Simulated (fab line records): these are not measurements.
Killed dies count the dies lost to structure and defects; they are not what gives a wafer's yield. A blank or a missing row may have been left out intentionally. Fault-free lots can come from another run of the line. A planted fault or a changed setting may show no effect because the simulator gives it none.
The tool behind it: which one? | flow nand-harc | 18 wafers from 6 lots sampled at 5 of the route's 1302 steps

== WHAT EACH GAUGE READ, for each wafer ==
NHARC_END_SORT_01.
lot  | measured     | on        | killed-at-other
L714 | day 25 04:08 | prober-01 | 0 1 1
L719 | day 26 19:26 | prober-01 | 1 3 4
L726 | day 30 00:38 | prober-01 | 0 0 2
L730 | day 32 04:25 | prober-01 | 0 3 1
L733 | day 32 23:49 | prober-02 | 0 0 0
L734 | day 33 16:55 | prober-02 | 0 0 0

== EACH LOT AND THE TOOL THAT RAN IT (in order: tool; ch and the chambers of the sampled wafers; start) ==
lot  | NHARC_A_BONDPAD_CMP_19        | NHARC_THIN_TSV_STRIP_45              | NHARC_THIN_TSV_ETCHBACK_48         | NHARC_THIN_TSV_DEGAS_53
L714 | cmp-04 ch 0,1,2, day 23 20:31 | plasma-asher-02 ch 0,1, day 24 10:21 | rie-diel-07 ch 1,2,3, day 24 11:32 | pvd-sputter-02, day 24 14:03
L719 | cmp-03 ch 1,2, day 25 10:50   | plasma-asher-01 ch 0,1, day 26 04:38 | rie-diel-10 ch 0,1,3, day 26 05:50 | pvd-sputter-01, day 26 08:26
L726 | cmp-02 ch 1,2, day 28 17:40   | plasma-asher-02 ch 0,1, day 29 07:41 | rie-diel-10 ch 0,2, day 29 08:55   | pvd-sputter-01, day 29 11:25
L730 | cmp-04 ch 1,2, day 30 19:01   | plasma-asher-01 ch 0,1, day 31 09:29 | rie-diel-11 ch 0,1,3, day 31 10:49 | pvd-sputter-02, day 31 13:19
L733 | cmp-04 ch 0,1, day 31 12:34   | plasma-asher-02 ch 0,1, day 32 05:37 | rie-diel-10 ch 1,2,3, day 32 06:49 | pvd-sputter-02, day 32 09:19
L734 | cmp-02 ch 0,2, day 32 15:12   | plasma-asher-01 ch 0, day 33 03:30   | rie-diel-11 ch 0,1,3, day 33 04:53 | pvd-sputter-01, day 33 07:21
- NHARC_A_BONDPAD_CMP_19: polishes, t overpolish 30 s, cu recess touch 16 s, target thk 169.82 nm.
- NHARC_THIN_TSV_STRIP_45: strips in O2.
- NHARC_THIN_TSV_ETCHBACK_48: etches the open film in C4F8/Ar, target depth 1028.5 nm, time 405.17 s.
- NHARC_THIN_TSV_DEGAS_53: time 60 s.

== THE ANSWER, worked out from the rows above alone ==
Rule: usual is defined by the lots themselves. The widest of any qualifying gaps counts: lots, ordered by their means at a reading, are off when they make up no more than a third of the lots, leave a main group of 4 or more, and stand apart from it by 3 or more times the standard deviation of that group's means. The tables above print the reading to a certain number of digits; a main group whose means all agree to those digits is not used. A lot without any number at a reading at which 4 lots or more have one is off too. Any other lot the step has rows for is counted as sound.
None of the lots is off at any reading shown; this tells nothing.

== WHAT THE SIMULATOR HAD PUT IN ==
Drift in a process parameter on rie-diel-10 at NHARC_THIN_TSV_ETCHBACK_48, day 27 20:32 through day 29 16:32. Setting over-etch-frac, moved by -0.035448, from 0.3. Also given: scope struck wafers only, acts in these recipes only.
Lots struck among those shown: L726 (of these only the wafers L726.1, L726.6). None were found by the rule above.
